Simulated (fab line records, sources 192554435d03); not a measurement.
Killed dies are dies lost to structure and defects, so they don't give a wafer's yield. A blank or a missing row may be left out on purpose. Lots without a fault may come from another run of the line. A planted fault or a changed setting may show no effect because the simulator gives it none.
Split-lot experiment | flow n5_finfet | 7 lots, 39 wafers read, on a route of 1938 steps

THE SPLIT
At N5_HKMG_FIN_ETCH_86 (etches SOC in N2/H2, stops on TiN, target depth 393.2 nm), the setting target_depth_a was moved away from the recipe's 3932 angstrom on 18 of the 39 wafers read, by -11.3% to +11.4%. The other wafers ran this setting at the recipe's value.

The reading is taken at the split's own step.

THE READING
SOC_of_HKMG_FIN_COAT_85.thk_nm (the simulator's own value, which no gauge read), in nm, at N5_HKMG_FIN_ETCH_86 (etches SOC in N2/H2, stops on TiN, target depth 393.2 nm). The file gives no usual value for it. The 21 wafers here that ran the recipe average 19.8 nm, standard deviation 2.7 nm.

wafer  | tool, chamber at the split | target_depth_a as run, angstrom | against the recipe | SOC_of_HKMG_FIN_COAT_85.thk_nm, nm | against lot-mates on the recipe
L077.1 | rie_diel-03, 2,1,3         | 4382                            | +11.4%             | 8.6                                | -10.8
L077.3 | rie_diel-03, 2,1,3         | 4382                            | +11.4%             | 8.6                                | -10.8
L077.4 | rie_diel-03, 2,1,3         | 4382                            | +11.4%             | 8.6                                | -10.8
L077.2 | rie_diel-03, 0             | 3932                            | recipe             | 22.6                               | -
L077.5 | rie_diel-03, 2             | 3932                            | recipe             | 21.6                               | -
L077.6 | rie_diel-03, 3             | 3932                            | recipe             | 14                                 | -
L080.1 | rie_diel-03, 0             | 3932                            | recipe             | 23.2                               | -
L080.2 | rie_diel-03, 1             | 3932                            | recipe             | 20.6                               | -
L080.3 | rie_diel-03, 3,0,3         | 4199                            | +6.8%              | 8.6                                | -12.8
L080.5 | rie_diel-03, 3,0,3         | 4199                            | +6.8%              | 8.6                                | -12.8
L080.6 | rie_diel-03, 3,0,3         | 4199                            | +6.8%              | 8.6                                | -12.8
L080.4 | rie_diel-03, 1             | 3932                            | recipe             | 20.4                               | -
L087.1 | rie_diel-04, 2             | 3488                            | -11.3%             | 53                                 | +32.5
L087.2 | rie_diel-04, 1             | 3488                            | -11.3%             | 51.6                               | +31.1
L087.3 | rie_diel-04, 3             | 3932                            | recipe             | 20.2                               | -
L087.4 | rie_diel-04, 0             | 3932                            | recipe             | 20                                 | -
L087.5 | rie_diel-04, 3             | 3488                            | -11.3%             | 51.8                               | +31.3
L087.6 | rie_diel-04, 2             | 3932                            | recipe             | 21.4                               | -
L089.1 | rie_diel-04, 3             | 3932                            | recipe             | 20.4                               | -
L089.3 | rie_diel-04, 2             | 3932                            | recipe             | 21.6                               | -
L089.4 | rie_diel-04, 1             | 3932                            | recipe             | 20.2                               | -
L092.1 | rie_diel-04, 2             | 3932                            | recipe             | 21.6                               | -
L092.2 | rie_diel-04, 1             | 4133                            | +5.1%              | 8.4                                | -12.3
L092.3 | rie_diel-04, 0             | 3932                            | recipe             | 20                                 | -
L092.4 | rie_diel-04, 3             | 3932                            | recipe             | 20.6                               | -
L092.5 | rie_diel-04, 3,2           | 4133                            | +5.1%              | 8.6                                | -12.1
L092.6 | rie_diel-04, 3,2           | 4133                            | +5.1%              | 8.6                                | -12.1
L094.1 | rie_diel-04, 0,1           | 4143                            | +5.4%              | 8.4                                | -10.1
L094.2 | rie_diel-04, 0,1           | 4143                            | +5.4%              | 8.4                                | -10.1
L094.3 | rie_diel-04, 3             | 3932                            | recipe             | 21                                 | -
L094.4 | rie_diel-04, 2             | 3932                            | recipe             | 13.6                               | -
L094.5 | rie_diel-04, 3             | 3932                            | recipe             | 20.8                               | -
L094.6 | rie_diel-04, 2             | 4143                            | +5.4%              | 8.6                                | -9.9
L096.1 | rie_diel-01, 0             | 4093                            | +4.1%              | 11.2                               | -5.8
L096.4 | rie_diel-01, 0             | 4093                            | +4.1%              | 11.2                               | -5.8
L096.2 | rie_diel-01, 3             | 3932                            | recipe             | 15.4                               | -
L096.3 | rie_diel-01, 1             | 4093                            | +4.1%              | 8.8                                | -8.2
L096.5 | rie_diel-01, 3             | 3932                            | recipe             | 15.2                               | -
L096.6 | rie_diel-01, 1             | 3932                            | recipe             | 20.4                               | -
Where a row lists several chambers, the file gives one row for several wafers and doesn't say which wafer went through which chamber.

THE FIT
A straight line over all 39 wafers: SOC_of_HKMG_FIN_COAT_85.thk_nm changes by -2.02 nm for each +1% of target_depth_a; r = -0.92; the points scatter about the line by 4.6 nm.
The same after taking each lot's own level away (the mean of its wafers on the recipe; 39 wafers): -1.98 nm for each +1%; r = -0.92; scatter 4.4 nm.
On that fit, the largest move of target_depth_a shifts the reading by 23 nm.
The lots' own levels span 17.00 to 21.40 nm, that is 1.6 times the standard deviation above.
So the lot-to-lot level changes the slope little: the two slopes agree.
Check: with one of the wafers moved furthest among these (+11.4%) left out of the fit, the line predicts -22.4 nm for it against its lot-mates. It came out at -10.8 nm against them.

OTHER SPLITS ON THESE WAFERS
These wafers also went through other splits before the reading. Each is held against what the fit with the lots' levels taken away leaves over:
other split on the same wafers    | wafers away from the commonest value | r with SOC_of_HKMG_FIN_COAT_85.thk_nm (lot level and that fit taken away)
N5_WELL_APT_EXPOSE_05 dose_mj     | 12                                   | +0.19
N5_WELL_APT_IMPLANT_32 energy_kev | 15                                   | +0.11
N5_FIN_SAQP_HM_DEP_03 time_s      | 15                                   | +0.14

THE FILE'S OWN FIT
SOC_of_HKMG_FIN_COAT_85.thk_nm changes by -1.89 nm for each +1% of target_depth_a, r = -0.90.
